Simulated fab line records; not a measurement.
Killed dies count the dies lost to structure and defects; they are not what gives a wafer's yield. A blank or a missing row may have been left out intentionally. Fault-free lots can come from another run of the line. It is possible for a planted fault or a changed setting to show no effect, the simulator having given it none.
Comparing a struck lot with a sound one ; flow nand harc ; 40 steps out of a route of 1159
Sound: the wafers L556.1, L556.3, L556.4. Wafers L553.2, L553.4, L553.5 were the ones struck. The cause is named last.
Order at every step that has rows: each side's tool, ch and its chambers, its first start. Under that, the readings that differ: sound wafers ; struck wafers ; difference of the means ; sigmas: that difference in standard deviations of wafers without a fault.
alike: a reading whose means differ by less than 2 such deviations, as well as words and numbers matching on both sides. not compared: withheld readings; readings where some wafer has no value; bounds like >300 that might hide an equal value; numbers whose values overlap and for which the record gives no deviation.
A row with sigmas, a row that says differs or no value, or rows on one side alone: a step with any of these is where the two part. Non-overlapping numbers with no deviation appear without sigmas and do not part them. A reading missing from all wafers of one side parts the sides only when that side holds two or more wafers.

first, 8 steps without rows for these wafers: NHARC_P_CONTACT_COAT_33 (time 75 s); NHARC_P_CONTACT_COAT_34 (time 65 s); NHARC_P_CONTACT_COAT_06 (resist thk 90 nm); NHARC_P_CONTACT_SOFTBAKE_07 (time 55 s); NHARC_P_CONTACT_EBR_08; NHARC_P_CONTACT_EXPOSE_09 (exposes mask P CA, target cd 90 nm); NHARC_P_CONTACT_PEB_10 (peb time 65 s); NHARC_P_CONTACT_DEVELOP_11 (develop time 35 s).
NHARC_P_CONTACT_CD_MEAS_12: the cd target is 90 nm.
  sound on cd sem-01 ch 0, day 9 03:52; struck on cd sem-03 ch 0, day 8 07:48
  alike: cd nm
NHARC_P_CONTACT_OVL_MEAS_13:
  sound on overlay-01, day 9 03:58; struck on overlay-01, day 8 07:53
  alike: overlay x nm, overlay y nm
NHARC_P_CONTACT_INSPECT_14:
  sound on defect inspect-02, day 9 03:59; struck on defect inspect-01, day 8 07:56
  alike: raw defect count
then, 1 step without rows for these wafers: NHARC_P_CONTACT_DESCUM_17 (chemistry O2, time 3 s).
NHARC_P_CONTACT_ETCH_35: etches the open film in CF4, target depth 39 nm, time 65 s.
  sound on rie diel-06 ch 0,2,3, day 9 04:16; struck on rie diel-07 ch 0,1, day 8 08:06
  alike: drypump motor current A, oes product au, rf vpp V, showerhead plenum p Torr, throttle valve pct
  not compared: rf hours counter h
then, 1 step without rows for these wafers: NHARC_P_CONTACT_ETCH_36 (etches the open film in N2/H2, target depth 260 nm, time 406.25 s).
NHARC_P_CONTACT_ETCH_18: etches the open film in C4F8/O2/Ar, target depth 481 nm, time 240.5 s.
  sound on rie diel-06 ch 1,2,3; struck on rie diel-07 ch 0,1,2
  alike: oes product au, rf vpp V
  not compared: rf hours counter h
then, 1 step without rows for these wafers: NHARC_P_CONTACT_STRIP_37 (strips in C4F8/O2/Ar).
NHARC_P_CONTACT_ETCH_31: etches the open film in CH3F/O2, target depth 30 nm, time 85.7 s.
  sound on rie diel-06 ch 1,2,3; struck on rie diel-07 ch 0,1
  alike: drypump motor current A, oes product au, rf vpp V, showerhead plenum p Torr, throttle valve pct
  not compared: rf hours counter h
NHARC_P_CONTACT_CD_MEAS_19:
  sound on cd sem-02, day 9 05:08; struck on cd sem-03, day 8 09:00
  alike: cd nm
NHARC_P_CONTACT_STRIP_28: strips in O2.
  sound on rie diel-07 ch 1,2,3, day 9 05:14; struck on rie diel-11 ch 0,1,2, day 8 09:07
  alike: drypump motor current A, oes product au, rf vpp V, showerhead plenum p Torr, throttle valve pct
  not compared: rf hours counter h
then, 1 step without rows for these wafers: NHARC_P_CONTACT_STRIP_29 (strips in post etch residue remover, time 1200 s).
NHARC_P_CONTACT_DEGAS_38: time 60 s.
  sound on pvd sputter-03, day 9 05:52; struck on pvd sputter-02, day 8 09:44
  alike: heater power w
then, 2 steps without rows for these wafers: NHARC_P_CONTACT_PRE_CLEAN_39 (time 19.5 s); NHARC_P_CONTACT_PVD_32 (deposits Ti, target thk 5 nm, time 17.7 s).
NHARC_P_CONTACT_ALD_22: deposits TiN, target thk 3 nm, pulse time 1 s, ald cycles 150.
  sound on ald metal-02 ch 1,2,3, day 9 06:07; struck on ald metal-01 ch 0,1,2, day 8 10:01
  alike: heater power outer w, heater power w, precursor pulse height rel
then, 13 steps without rows for these wafers: NHARC_P_CONTACT_CVD_23 (deposits W, target thk 200 nm, time 557 s); NHARC_P_CONTACT_CMP_24 (polishes, t overpolish 30 s, target thk 200 nm); NHARC_P_CONTACT_SRD_26; NHARC_P_M0_DEP_00 (deposits SiOC, target thk 150 nm); NHARC_P_M0_DEHYDRATE_01 (time 120 s); NHARC_P_M0_HMDS_02 (time 30 s); NHARC_P_M0_COAT_33 (time 65 s); NHARC_P_M0_COAT_03 (resist thk 90 nm); NHARC_P_M0_SOFTBAKE_04 (time 55 s); NHARC_P_M0_EBR_05; NHARC_P_M0_EXPOSE_06 (exposes mask P M0, target cd 90 nm); NHARC_P_M0_PEB_07 (peb time 65 s); NHARC_P_M0_DEVELOP_08 (develop time 35 s).
NHARC_P_M0_CD_MEAS_09: the cd target is 90 nm.
  sound on cd sem-03 ch 0, day 9 13:47; struck on cd sem-02 ch 0, day 8 16:47
  alike: cd nm
NHARC_P_M0_OVL_MEAS_10: pitch 180 nm.
  sound on overlay-02, day 9 13:52; struck on overlay-02, day 8 16:53
  alike: overlay x nm, overlay y nm
-- jump in the record: it breaks off in module P_M0 and resumes in module END (first step shown: number 1159 of the route), and 13 days separate the struck wafers' starts before and after --
NHARC_END_SORT_01:
  sound on prober-02 ch 0, day 22 16:11; struck on prober-02 ch 0, day 22 01:26
reading;sound;struck;difference;sigmas
killed at periphery;2 3 1;96 91 80;+87;+44
killed dies;18 24 20;122 115 105;+93;+8
  alike: killed at array, killed at other, killed open, killed short

## WHERE THEY PART
NHARC_END_SORT_01 only, going by this record.

WHY: the cause the simulator had injected
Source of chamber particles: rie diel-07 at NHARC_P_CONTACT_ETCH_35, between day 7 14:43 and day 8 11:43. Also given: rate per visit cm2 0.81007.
